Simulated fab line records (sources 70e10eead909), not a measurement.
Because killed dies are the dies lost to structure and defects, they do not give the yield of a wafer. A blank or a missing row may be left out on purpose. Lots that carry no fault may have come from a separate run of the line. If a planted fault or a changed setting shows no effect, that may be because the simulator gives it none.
fab line records	flow nandHarc	part 2 of 2: steps 4 to 6 of 6
record lots=22	wafers=66	lastDay=34
route steps=1302 shown P_GATE@146 P_CONTACT@240 P_M0@267
lots with no fault: from the same line, run without faults
startH: start of the lot's first displayed wafer, in hours after the record's first day	waitH: hours elapsed since this lot's preceding step	" same as the row above	L1.1+2: a row that stands for several wafers	- no value, or no start was given	* or withheld: withheld	< > ~ a bound
route shown NAME@n: NAME is a module with steps in the file, n the number in the route of the first one	usual: mean/standard deviation of fault-free wafers	same: alike in all rows	chamber/n: place in a boat	sites: per-site readings	_std_site: standard deviation of those values	_edge_site: the outer-site mean with the inner-site mean subtracted	radiusMm: how far each site lies from the wafer's centre	mask NAME#n: copy n	behind: the most recent tool/chamber to have shaped the wafer	hold: why the lot was held/for how many hours/how that ended	device: the transistor (n, p or np) that didn't switch	end of line: tests run on the same wafers once the route is complete	where a step has no rows: the recipe by itself	killed: not the wafer's yield, but the dies lost to structure and defects at the first sort	map: shows each die of a wafer: x if killed, . if not, _ if none is there
set.NAME: setting as actually run; set.NAME@STEP: the setting as run at that earlier step	model.NAME: the simulator's own value behind a step, which no gauge read
one table for each step of the route and one row for each wafer, over a sample of lots
services: when a tool's chamber went out of use (startH, in hours from the record's first day, below 0 if earlier), for how many hours, and the reason
## steps
# step NHARC_P_CONTACT_CMP_24
# recipe tOverpolishS=30	targetThkNm=200
# usual motorCurrentA=12.8/1.2	overpolishRunS=30.000/0.0093	timeToEndpointS=40.8/2.4
lot.wafer	tool	chamber	startH	waitH	motorCurrentA	overpolishRunS	timeToEndpointS
L074.4	cmp-03	2	124.81	0.4	12.0	30.005	42.0
L074.3	"	0	"	"	11.4	30.002	41.3
L074.6	"	3	"	"	15.0	30.002	41.5
L076.4	cmp-03	1	135.04	0.3	13.8	30.020	38.7
L076.1	"	2	"	"	12.4	30.001	40.3
L076.6	"	0	"	"	12.0	29.997	44.7
L077.3	cmp-03	1	153.70	0.5	13.8	29.980	39.9
L077.1	"	2	"	"	11.5	29.997	42.0
L077.5	"	0	"	"	11.7	30.020	43.0
L078.2	cmp-02	1	166.05	0.6	11.9	30.004	42.6
L078.4	"	2	"	"	13.8	29.996	45.7
L078.3	"	3	"	"	13.4	30.008	41.9
L079.4	cmp-03	3	172.40	0.4	14.8	29.993	40.1
L079.1	"	1	"	"	13.6	29.997	38.1
L079.5	"	3	"	"	13.7	29.988	42.7
L080.4	cmp-02	2	180.58	0.4	15.2	29.988	39.8
L080.3	"	3	"	"	12.9	29.990	40.1
L080.5	"	1	"	"	11.6	30.007	38.0
L081.2	cmp-02	1	196.89	0.6	12.1	29.993	40.2
L081.6	"	2	"	"	14.4	29.983	42.5
L081.5	"	3	"	"	12.5	30.004	42.5
L082.2	cmp-03	2	201.37	0.6	11.6	30.004	36.6
L082.1	"	3	"	"	14.8	29.996	37.4
L082.6	"	1	"	"	13.6	29.995	37.8
L083.1	cmp-03	1	210.63	0.5	14.2	29.992	35.3
L083.2	"	2	"	"	11.9	29.998	37.3
L083.6	"	0	"	"	12.2	30.009	36.4
L084.3	cmp-03	3	216.51	0.4	13.9	30.006	38.9
L084.1	"	0	"	"	11.9	30.004	41.8
L084.6	"	0	"	"	11.7	29.990	40.4
L085.2	cmp-01	0	231.29	0.5	12.5	30.011	40.3
L085.1	"	1	"	"	12.3	29.991	42.1
L085.5	"	0	"	"	12.6	30.005	40.9
L086.4	cmp-03	3	244.15	0.3	13.9	30.018	38.1
L086.2	"	1	"	"	14.5	29.999	35.4
L086.6	"	3	"	"	14.2	29.993	37.8
L087.3	cmp-01	3	268.00	0.3	13.0	29.997	41.3
L087.2	"	0	"	"	12.9	30.009	42.3
L087.5	"	3	"	"	12.4	29.999	41.2
L089.2	cmp-02	1	269.61	0.5	12.0	29.993	40.8
L089.3	"	2	"	"	14.6	29.990	45.4
L089.4	"	0	"	"	12.3	29.992	44.0
L088.4	cmp-01	0	269.84	0.3	12.6	30.014	38.7
L088.2	"	1	"	"	11.8	29.994	39.3
L088.5	"	0	"	"	12.2	30.007	40.1
L090.3	cmp-02	0	285.45	0.3	11.8	30.004	39.6
L090.2	"	2	"	"	13.6	29.998	44.2
L090.4	"	3	"	"	13.1	30.006	40.9
L091.4	cmp-03	1	292.79	0.3	14.0	30.005	40.1
L091.2	"	2	"	"	11.8	29.994	42.1
L091.5	"	1	"	"	12.8	30.010	39.8
L092.3	cmp-03	0	299.13	0.4	11.9	30.005	46.3
L092.1	"	1	"	"	13.2	29.993	41.7
L092.6	"	0	"	"	11.6	29.994	42.5
L093.1	cmp-03	3	314.59	0.6	14.7	29.987	39.4
L093.4	"	0	"	"	11.4	30.005	43.4
L093.6	"	2	"	"	12.6	29.988	40.0
L094.4	cmp-03	3	318.99	0.4	14.1	30.012	40.5
L094.1	"	0	"	"	12.0	29.983	44.4
L094.2	"	1	"	"	13.7	30.016	38.4
L097.4	cmp-01	2	346.15	0.3	10.4	30.013	39.7
L097.1	"	3	"	"	12.8	30.008	42.3
L097.5	"	2	"	"	10.8	30.002	41.6
L096.2	cmp-02	2	347.05	0.5	15.0	30.002	44.6
L096.6	"	1	"	"	12.2	30.001	39.9
L096.5	"	2	"	"	14.7	30.000	44.2
# step NHARC_P_M0_ETCH_34
# recipe targetDepthA=400	overetchA=120	timeS=43.94	ionEnergyEv=200	n2FlowSccm=150	h2FlowSccm=150	arFlowSccm=0	rfW=400	biasW=150	chemistry=N2/H2
# usual drypumpMotorCurrentA=6.0/0.45	oesProductAu=0.999/0.007	rfVppV=430.6/2.7	showerheadPlenumPTorr=2.05/0.092	throttleValvePct=14.171/0.01
lot.wafer	tool	chamber	startH	waitH	drypumpMotorCurrentA	oesProductAu	rfHoursCounterH	rfVppV	showerheadPlenumPTorr	throttleValvePct
L074.3	rieDiel-04	1	126.46	0.1	6.7	1.005	-	432.3	2.14	14.171
L074.4	"	3	"	"	6.0	1.001	-	430.6	2.02	14.177
L074.6	"	1	"	"	6.7	1.006	-	432.6	2.14	14.166
L076.1	rieDiel-07	1	136.49	0.1	6.1	0.995	2	435.7	2.22	14.185
L076.6	"	0	"	"	6.1	1.004	-	433.0	2.11	14.176
L076.4	"	1	"	"	6.1	1.000	-	433.7	2.22	14.170
L077.1	rieDiel-09	2	155.23	0.1	5.9	1.014	0	426.7	1.93	14.175
L077.3	"	1	"	"	6.4	0.991	0	429.6	2.00	14.170
L077.5	"	2	"	"	5.9	1.001	-	428.9	1.93	14.181
L078.4	rieDiel-09	0	167.50	0.1	5.5	1.004	3	427.1	1.96	14.159
L078.2	"	1	"	"	6.5	1.000	3	429.6	2.00	14.173
L078.3	"	2	"	"	5.9	0.999	1	427.0	1.93	14.160
L079.1	rieDiel-09	0	174.01	0.1	5.6	0.996	4	428.6	1.96	14.184
L079.4	"	3	"	"	5.9	1.003	-	434.3	2.18	14.158
L079.5	"	0	"	"	5.6	1.002	-	429.2	1.96	14.157
L080.4	rieDiel-07	1	182.01	0.1	6.1	1.002	24	435.4	2.21	14.168
L080.3	"	2	"	"	6.5	1.007	23	430.9	2.08	14.177
L080.5	"	3	"	"	5.2	1.001	-	429.7	2.00	14.171
L081.2	rieDiel-09	3	198.64	0.1	5.9	1.004	6	433.7	2.18	14.165
L081.5	"	2	"	"	5.8	0.996	-	427.3	1.93	14.156
L081.6	"	3	"	"	5.8	0.995	-	434.5	2.18	14.171
L082.2	rieDiel-07	3	203.08	0.1	5.1	1.011	28	429.4	1.99	14.188
L082.1	"	0	"	"	6.0	0.999	31	431.2	2.10	14.158
L082.6	"	2	"	"	6.5	1.012	-	432.8	2.07	14.184
L083.1	rieDiel-04	2	212.02	0.1	6.3	0.996	7	430.0	1.99	14.176
L083.2	"	0	"	"	6.1	0.998	7	427.3	1.93	14.177
L083.6	"	1	"	"	6.7	0.990	-	433.4	2.13	14.186
L084.1	rieDiel-09	3	218.11	0.1	5.9	1.001	8	435.1	2.17	14.147
L084.3	"	0	"	"	5.6	0.996	10	427.5	1.96	14.176
L084.6	"	2	"	"	5.8	1.009	-	427.6	1.93	14.178
L085.2	rieDiel-09	3	232.86	0.1	5.9	1.000	13	434.4	2.17	14.175
L085.1	"	0	"	"	5.6	1.007	14	427.6	1.95	14.176
L085.5	"	3	"	"	5.9	1.002	-	434.2	2.17	14.175
L086.2	rieDiel-07	2	245.81	0.2	6.5	0.992	48	429.8	2.07	14.166
L086.4	"	3	"	"	5.1	0.998	42	429.8	1.99	14.164
L086.6	"	3	"	"	5.1	1.003	-	430.7	1.99	14.155
L087.2	rieDiel-07	2	269.47	0.1	6.5	0.993	55	430.7	2.07	14.148
L087.3	"	3	"	"	5.1	0.992	50	428.8	1.99	14.160
L087.5	"	1	"	"	6.1	0.994	-	435.4	2.20	14.174
L089.2	rieDiel-09	1	271.20	0.1	6.5	1.000	19	428.6	2.00	14.150
L089.3	"	0	"	"	5.5	1.002	19	428.6	1.95	14.164
L089.4	"	1	"	"	6.5	0.995	-	430.9	2.00	14.159
L088.2	rieDiel-07	3	271.42	0.1	5.1	0.993	50	427.3	1.99	14.166
L088.4	"	0	"	"	6.1	0.984	53	431.6	2.09	14.174
L088.5	"	0	"	"	6.0	1.002	-	432.4	2.09	14.175
L090.2	rieDiel-07	0	286.94	0.1	6.0	1.010	57	431.9	2.09	14.154
L090.3	"	3	"	"	5.1	1.000	54	429.5	1.98	14.193
L090.4	"	3	"	"	5.1	1.004	-	427.4	1.98	14.178
L091.2	rieDiel-07	1	294.38	0.1	6.1	0.991	63	433.0	2.19	14.164
L091.4	"	2	"	"	6.5	1.003	63	430.2	2.06	14.171
L091.5	"	3	"	"	5.1	0.986	-	430.2	1.98	14.166
L092.3	rieDiel-09	2	300.69	0.1	5.9	1.010	21	427.2	1.93	14.170
L092.1	"	1	"	"	6.4	1.005	24	428.2	1.99	14.171
L092.6	"	3	"	"	5.9	1.006	-	431.8	2.17	14.190
L093.4	rieDiel-09	3	316.14	0.1	5.8	1.002	25	433.4	2.17	14.162
L093.1	"	1	"	"	6.4	1.002	27	428.3	1.99	14.176
L093.6	"	3	"	"	5.9	1.003	-	434.1	2.17	14.174
L094.4	rieDiel-07	1	320.55	0.1	6.1	0.984	3	435.0	2.19	14.153
L094.2	"	3	"	"	5.2	0.994	4	428.2	1.98	14.175
L094.1	"	0	"	"	6.1	1.011	3	431.8	2.09	14.151
L097.1	rieDiel-09	0	347.72	0.1	5.6	0.993	3	427.9	1.95	14.161
L097.4	"	3	"	"	5.9	0.991	3	434.5	2.17	14.171
L097.5	"	1	"	"	6.5	0.996	-	429.9	1.99	14.160
L096.2	rieDiel-07	2	348.59	0.1	6.5	1.004	15	429.7	2.06	14.180
L096.6	"	2	"	"	6.5	0.993	-	429.2	2.06	14.166
L096.5	"	3	"	"	5.1	0.994	-	428.9	1.98	14.156
# step NHARC_P_M0_DEP_32
# recipe targetThkA=300	tempC=370	targetThkNm=30	pressureTorr=3	flowSccm=200	rfW=450	material=SiCN
# usual heaterPowerW=595/68
lot.wafer	tool	chamber	startH	waitH	heaterPowerW	sinceWetCleanH
L074.3	pecvd-01	0	129.30	0.1	590	167
L074.4	"	2	"	"	531	-
L074.6	"	0	"	"	591	-
L076.1	pecvd-03	1	139.74	0.1	536	122
L076.6	"	2	"	"	557	-
L076.4	"	0	"	"	672	-
L077.1	pecvd-03	1	157.78	0.1	551	140
L077.3	"	0	"	"	670	141
L077.5	"	2	"	"	500	-
L078.3	pecvd-01	2	170.11	0.1	539	27
L078.2	"	0	"	"	642	27
L078.4	"	2	"	"	558	-
L079.1	pecvd-01	1	176.89	0.1	544	34
L079.5	"	0	"	"	618	-
L079.4	"	1	"	"	546	-
L080.3	pecvd-03	1	184.58	0.1	559	167
L080.5	"	0	"	"	653	-
L080.4	"	2	"	"	613	-
L081.2	pecvd-03	1	201.23	0.1	565	3
L081.6	"	0	"	"	662	-
L081.5	"	1	"	"	562	-
L082.1	pecvd-03	1	205.60	0.1	536	7
L082.2	"	2	"	"	603	7
L082.6	"	1	"	"	538	-
L083.1	pecvd-01	2	214.79	0.1	546	72
L083.2	"	1	"	"	518	72
L083.6	"	0	"	"	668	-
L084.1	pecvd-02	2	220.68	0.1	732	162
L084.3	"	0	"	"	534	162
L084.6	"	0	"	"	521	-
L085.2	pecvd-01	0	235.40	0.1	578	92
L085.1	"	2	"	"	576	92
L085.5	"	2	"	"	581	-
L086.2	pecvd-03	2	248.42	0.1	468	50
L086.6	"	0	"	"	693	-
L086.4	"	1	"	"	506	-
L087.2	pecvd-02	1	272.13	0.1	578	32
L087.3	"	2	"	"	660	32
L087.5	"	1	"	"	580	-
L089.2	pecvd-01	1	273.81	0.1	517	131
L089.3	"	2	"	"	507	131
L089.4	"	2	"	"	515	-
L088.2	pecvd-02	0	273.99	0.1	579	34
L088.5	"	0	"	"	586	-
L088.4	"	2	"	"	690	-
L090.3	pecvd-02	2	289.60	0.1	731	49
L090.2	"	0	"	"	661	49
L090.4	"	0	"	"	667	-
L091.2	pecvd-02	0	296.99	0.1	574	57
L091.4	"	1	"	"	667	-
L091.5	"	2	"	"	699	-
L092.3	pecvd-01	1	303.26	0.1	527	160
L092.1	"	2	"	"	560	160
L092.6	"	0	"	"	593	-
L093.1	pecvd-02	1	318.67	0.1	640	78
L093.4	"	2	"	"	716	-
L093.6	"	0	"	"	634	-
L094.2	pecvd-03	2	323.14	0.1	553	125
L094.1	"	1	"	"	541	125
L094.4	"	1	"	"	547	-
L097.1	pecvd-02	1	350.36	0.1	640	110
L097.4	"	2	"	"	616	-
L097.5	"	1	"	"	627	-
L096.2	pecvd-02	1	351.33	0.1	566	111
L096.5	"	1	"	"	581	-
L096.6	"	2	"	"	705	-
## services
tool	chamber	startH	hours	kind
rieDiel-11	-	78.53	9.0	pm
rieDiel-01	3	87.55	2.7	repair
cmp-03	-	94.69	2.1	repair
rieDiel-03	-	104.30	9.0	pm
rieDiel-03	2	140.20	8.8	repair
rieDiel-03	0	140.22	7.3	repair
cmp-03	-	162.05	4.0	pm
cmp-03	-	172.91	1.5	repair
cmp-03	-	175.07	0.3	repair
rieDiel-11	1	179.52	4.2	repair
rieDiel-11	3	189.08	8.6	repair
rieDiel-01	-	196.79	0.6	repair
rieDiel-11	3	202.24	6.2	repair
rieDiel-01	-	203.83	9.0	pm
rieDiel-11	-	255.53	9.0	pm
rieDiel-01	3	260.05	2.4	repair
cmp-03	-	260.05	4.0	pm
rieDiel-01	0	271.69	7.7	repair
rieDiel-03	-	281.30	9.0	pm
rieDiel-01	-	321.52	0.3	repair
rieDiel-03	1	324.51	2.9	repair
rieDiel-11	3	330.17	27.5	repair
rieDiel-03	2	338.12	4.7	repair
rieDiel-01	-	346.65	0.7	repair
